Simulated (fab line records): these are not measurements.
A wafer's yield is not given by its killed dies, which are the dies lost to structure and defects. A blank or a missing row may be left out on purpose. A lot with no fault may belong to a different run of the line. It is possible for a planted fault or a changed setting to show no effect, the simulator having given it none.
Matching of chambers / flow n5_finfet / N5_GATE_CUT_ETCH_19 on rie_diel-06: 4 sister chambers
The step etches SiNx in CH3F/O2, target depth 53.7 nm, time 76.7 s. 4 wafers are shown with their chamber, then 8 later ones without.

WAFERS, EACH WITH ITS CHAMBER
wafer=L080.2; chamber=0; showerhead_plenum_p_Torr (Torr)=1.97
wafer=L086.2; chamber=3; showerhead_plenum_p_Torr (Torr)=1.88
wafer=L086.3; chamber=1; showerhead_plenum_p_Torr (Torr)=1.85
wafer=L091.1; chamber=2; showerhead_plenum_p_Torr (Torr)=2.07

WAFERS WHOSE CHAMBER IS MISSING
wafer=L091.3; showerhead_plenum_p_Torr (Torr)=1.96
wafer=L091.4; showerhead_plenum_p_Torr (Torr)=1.87
wafer=L094.2; showerhead_plenum_p_Torr (Torr)=1.87
wafer=L094.5; showerhead_plenum_p_Torr (Torr)=1.85
wafer=L094.6; showerhead_plenum_p_Torr (Torr)=1.87
wafer=L095.1; showerhead_plenum_p_Torr (Torr)=1.87
wafer=L095.2; showerhead_plenum_p_Torr (Torr)=1.85
wafer=L095.3; showerhead_plenum_p_Torr (Torr)=2.07

WHICH CHAMBER EACH ONE RAN IN
wafer=L091.3; from the rows above=0; in truth=0
wafer=L091.4; from the rows above=can't be placed: 3 or 1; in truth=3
wafer=L094.2; from the rows above=can't be placed: 3 or 1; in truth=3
wafer=L094.5; from the rows above=1; in truth=1
wafer=L094.6; from the rows above=can't be placed: 3 or 1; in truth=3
wafer=L095.1; from the rows above=can't be placed: 3 or 1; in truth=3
wafer=L095.2; from the rows above=1; in truth=1
wafer=L095.3; from the rows above=2; in truth=2
Correctly placed: 4 of 8. Can't be placed from these rows: 4 (the true chamber is among the candidates in 4). Number placed wrongly: 0.
How it was worked out, from the rows above alone: a wafer's distance from a chamber is the root of the sum, over the readings, of the square of ((its reading less the chamber's mean) divided by the reading's scatter). The wafer belongs to the nearest chamber; if the next one is less than 2 further off, it can't be placed. The mean given for a chamber averages the wafers shown for that chamber. The scatter (one wafer shown for each chamber): square how far every hidden wafer sits from the nearest shown wafer, average those squares and take the square root.
